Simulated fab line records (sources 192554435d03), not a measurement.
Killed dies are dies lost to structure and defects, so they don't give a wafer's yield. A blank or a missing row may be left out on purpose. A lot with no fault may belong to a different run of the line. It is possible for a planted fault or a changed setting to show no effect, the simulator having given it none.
Split-lot trial + flow n5_finfet + 21 wafers read across 7 lots, on a route 1938 steps long

THE SPLIT ITSELF
At N5_BEOL_M9_TRENCH_ETCH_37 (etches SiCOH lowk in C4F6/O2, target depth 151.43 nm, time 49 s), the setting bias_w was moved away from the recipe's 185 W on 3 of the 21 wafers read, by +10.7% to +17.2%. For the rest of the wafers, this setting stayed at what the recipe calls for.

Reading taken at the split's own step.

THE READING
rf_vpp_V, in V, at N5_BEOL_M9_TRENCH_ETCH_37 (etches SiCOH lowk in C4F6/O2, target depth 151.43 nm, time 49 s). Fault-free wafers of this fab line usually give 662 V, standard deviation 11 V.

| wafer  | tool, chamber at the split | bias_w as run, W | against the recipe | rf_vpp_V, V | against lot-mates on the recipe |
|--------|----------------------------|------------------|--------------------|-------------|---------------------------------|
| L076.1 | rie_diel-01, 2             | 216.8            | +17.2%             | 740         | +81                             |
| L076.5 | rie_diel-01, 2             | 185              | recipe             | 653         | -                               |
| L076.6 | rie_diel-01, 1             | 185              | recipe             | 665         | -                               |
| L078.2 | rie_diel-06, 1             | 185              | recipe             | 665         | -                               |
| L078.3 | rie_diel-06, 2             | 185              | recipe             | 658         | -                               |
| L078.5 | rie_diel-06, 0             | 185              | recipe             | 647         | -                               |
| L088.1 | rie_diel-06, 1             | 210.4            | +13.7%             | 738         | +72                             |
| L088.3 | rie_diel-06, 3             | 185              | recipe             | 675         | -                               |
| L088.6 | rie_diel-06, 2             | 185              | recipe             | 657         | -                               |
| L087.1 | rie_diel-06, 0             | 185              | recipe             | 648         | -                               |
| L087.5 | rie_diel-06, 0             | 185              | recipe             | 647         | -                               |
| L087.6 | rie_diel-06, 3             | 185              | recipe             | 673         | -                               |
| L089.4 | rie_diel-03, 3             | 185              | recipe             | 667         | -                               |
| L089.5 | rie_diel-03, 3             | 185              | recipe             | 667         | -                               |
| L089.6 | rie_diel-03, 0             | 185              | recipe             | 663         | -                               |
| L091.1 | rie_diel-06, 1             | 204.8            | +10.7%             | 722         | +66                             |
| L091.4 | rie_diel-06, 0             | 185              | recipe             | 646         | -                               |
| L091.6 | rie_diel-06, 1             | 185              | recipe             | 666         | -                               |
| L094.2 | rie_diel-01, 0             | 185              | recipe             | 647         | -                               |
| L094.5 | rie_diel-01, 1             | 185              | recipe             | 668         | -                               |
| L094.6 | rie_diel-01, 0             | 185              | recipe             | 649         | -                               |

FIT RESULTS
A straight line over all 21 wafers: rf_vpp_V changes by +5.25 V for each +1% of bias_w; r = +0.94; the points scatter about the line by 9.8 V.
The same after taking each lot's own level away (the mean of its wafers on the recipe; 21 wafers): +5.14 V for each +1%; r = +0.95; scatter 8.8 V.
Per that fit: largest bias_w move, reading shift of 88 V.
Measured against the standard deviation above, the lots' own levels, which go from 654.7 to 666.0 V, span 1.0 times it.
Hence the lot-to-lot level has little effect on the slope; both slopes agree.
Check: +96.1 V against its lot-mates is what the line predicts for one of the wafers moved furthest among these (+17.2%) when that wafer is left out of the fit. It came out at +81 V against them.
Tool readings at the split's step, against how far the setting was moved: rf_vpp_V r = +0.94.

FILE'S OWN FIT
rf_vpp_V changes by +5.15 V for each +1% of bias_w, r = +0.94.
